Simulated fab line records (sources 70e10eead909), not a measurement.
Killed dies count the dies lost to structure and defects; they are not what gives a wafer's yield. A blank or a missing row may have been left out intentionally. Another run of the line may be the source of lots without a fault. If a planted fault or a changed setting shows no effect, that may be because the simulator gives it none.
A struck lot beside a sound one	flow nand harc	17 steps out of a route of 1302
Sound: the wafers L686.1, L686.5, L686.6. Struck: wafers L696.2, L696.4, L696.5. The cause comes at the end.
Per side, at each step with rows, come the tool, then ch with its chambers, and then its first start. Under that, the readings that differ: sound wafers	struck wafers	difference of the means	sigmas: that difference in standard deviations of wafers without a fault.
alike: same words and numbers on both sides, and readings whose means sit less than 2 such deviations apart. not compared: any withheld reading, any reading some wafer has no value for, any bound like >300 that may hide the same value, and any number with overlapping values for which the record gives no deviation.
Wherever a step has rows on one side only, a row that says differs or no value, or a row with sigmas, the two part there. When numbers do not overlap yet have no deviation, they are printed without sigmas and do not part them. Lack of a reading on every wafer of one side parts them only where that side has two or more wafers.

NHARC_P_GATE_CD_MEAS_46: target cd 720 nm.
  sound on cd sem-03 ch 0, day 5 12:26; struck on cd sem-02 ch 0, day 9 20:34
  alike: cd nm
then, 1 step without rows for these wafers: NHARC_P_GATE_HARDBAKE_47 (time 80 s).
NHARC_P_GATE_DESCUM_48: chemistry O2, time 3 s.
  sound on rie diel-01 ch 0,2,3, day 5 12:38; struck on rie diel-03 ch 1,2,3, day 9 20:43
  alike: drypump motor current A, oes product au, rf vpp V, showerhead plenum p Torr, throttle valve pct
  not compared: rf hours counter h
after that, 1 step had no rows for these wafers: NHARC_P_GATE_IMPLANT_49.
NHARC_P_GATE_STRIP_111: strips in N2/H2, time 250 s.
  sound on plasma asher-02 ch 0,1, day 5 12:58; struck on plasma asher-01 ch 0,1, day 9 21:08
  alike: drypump motor current A, heater power w
  not compared: rf hours counter h
NHARC_P_GATE_STRIP_75: strips in O2.
  sound on plasma asher-02 ch 0,1, day 5 13:17; struck on plasma asher-01 ch 0,1, day 9 21:24
  alike: drypump motor current A, heater power w
  not compared: rf hours counter h
then, 6 steps without rows for these wafers: NHARC_P_GATE_STRIP_50 (strips in SPM, time 900 s); NHARC_P_GATE_DEHYDRATE_51 (time 120 s); NHARC_P_GATE_HMDS_52 (time 30 s); NHARC_P_GATE_COAT_53; NHARC_P_GATE_SOFTBAKE_54 (time 95 s); NHARC_P_GATE_EBR_55.
NHARC_P_GATE_EXPOSE_56: exposes mask P PSD, target cd 720 nm.
  sound on krf scanner-03 ch 0, day 5 14:02; struck on krf scanner-04 ch 0, day 9 22:02
reading	sound	struck	difference	sigmas
mask	P_PSD#0 P_PSD#0 P_PSD#0	P_PSD_R1#0 P_PSD_R1#0 P_PSD_R1#0	differs	
then, 2 steps without rows for these wafers: NHARC_P_GATE_PEB_57 (peb time 85 s); NHARC_P_GATE_DEVELOP_58 (time 70 s).
NHARC_P_GATE_CD_MEAS_59: target cd 720 nm.
  sound on cd sem-03 ch 0, day 5 14:12; struck on cd sem-01 ch 0, day 9 22:11
reading	sound	struck	difference	sigmas
cd nm (nm)	719.2 720.2 719.9	745.7 747.1 744.4	+26.0	+17
then, 1 step without rows for these wafers: NHARC_P_GATE_HARDBAKE_60 (time 80 s).

## WHERE THEY PART
Earliest at NHARC_P_GATE_EXPOSE_56; latest, in this record, at NHARC_P_GATE_CD_MEAS_59.

WHY: whatever the simulator had introduced
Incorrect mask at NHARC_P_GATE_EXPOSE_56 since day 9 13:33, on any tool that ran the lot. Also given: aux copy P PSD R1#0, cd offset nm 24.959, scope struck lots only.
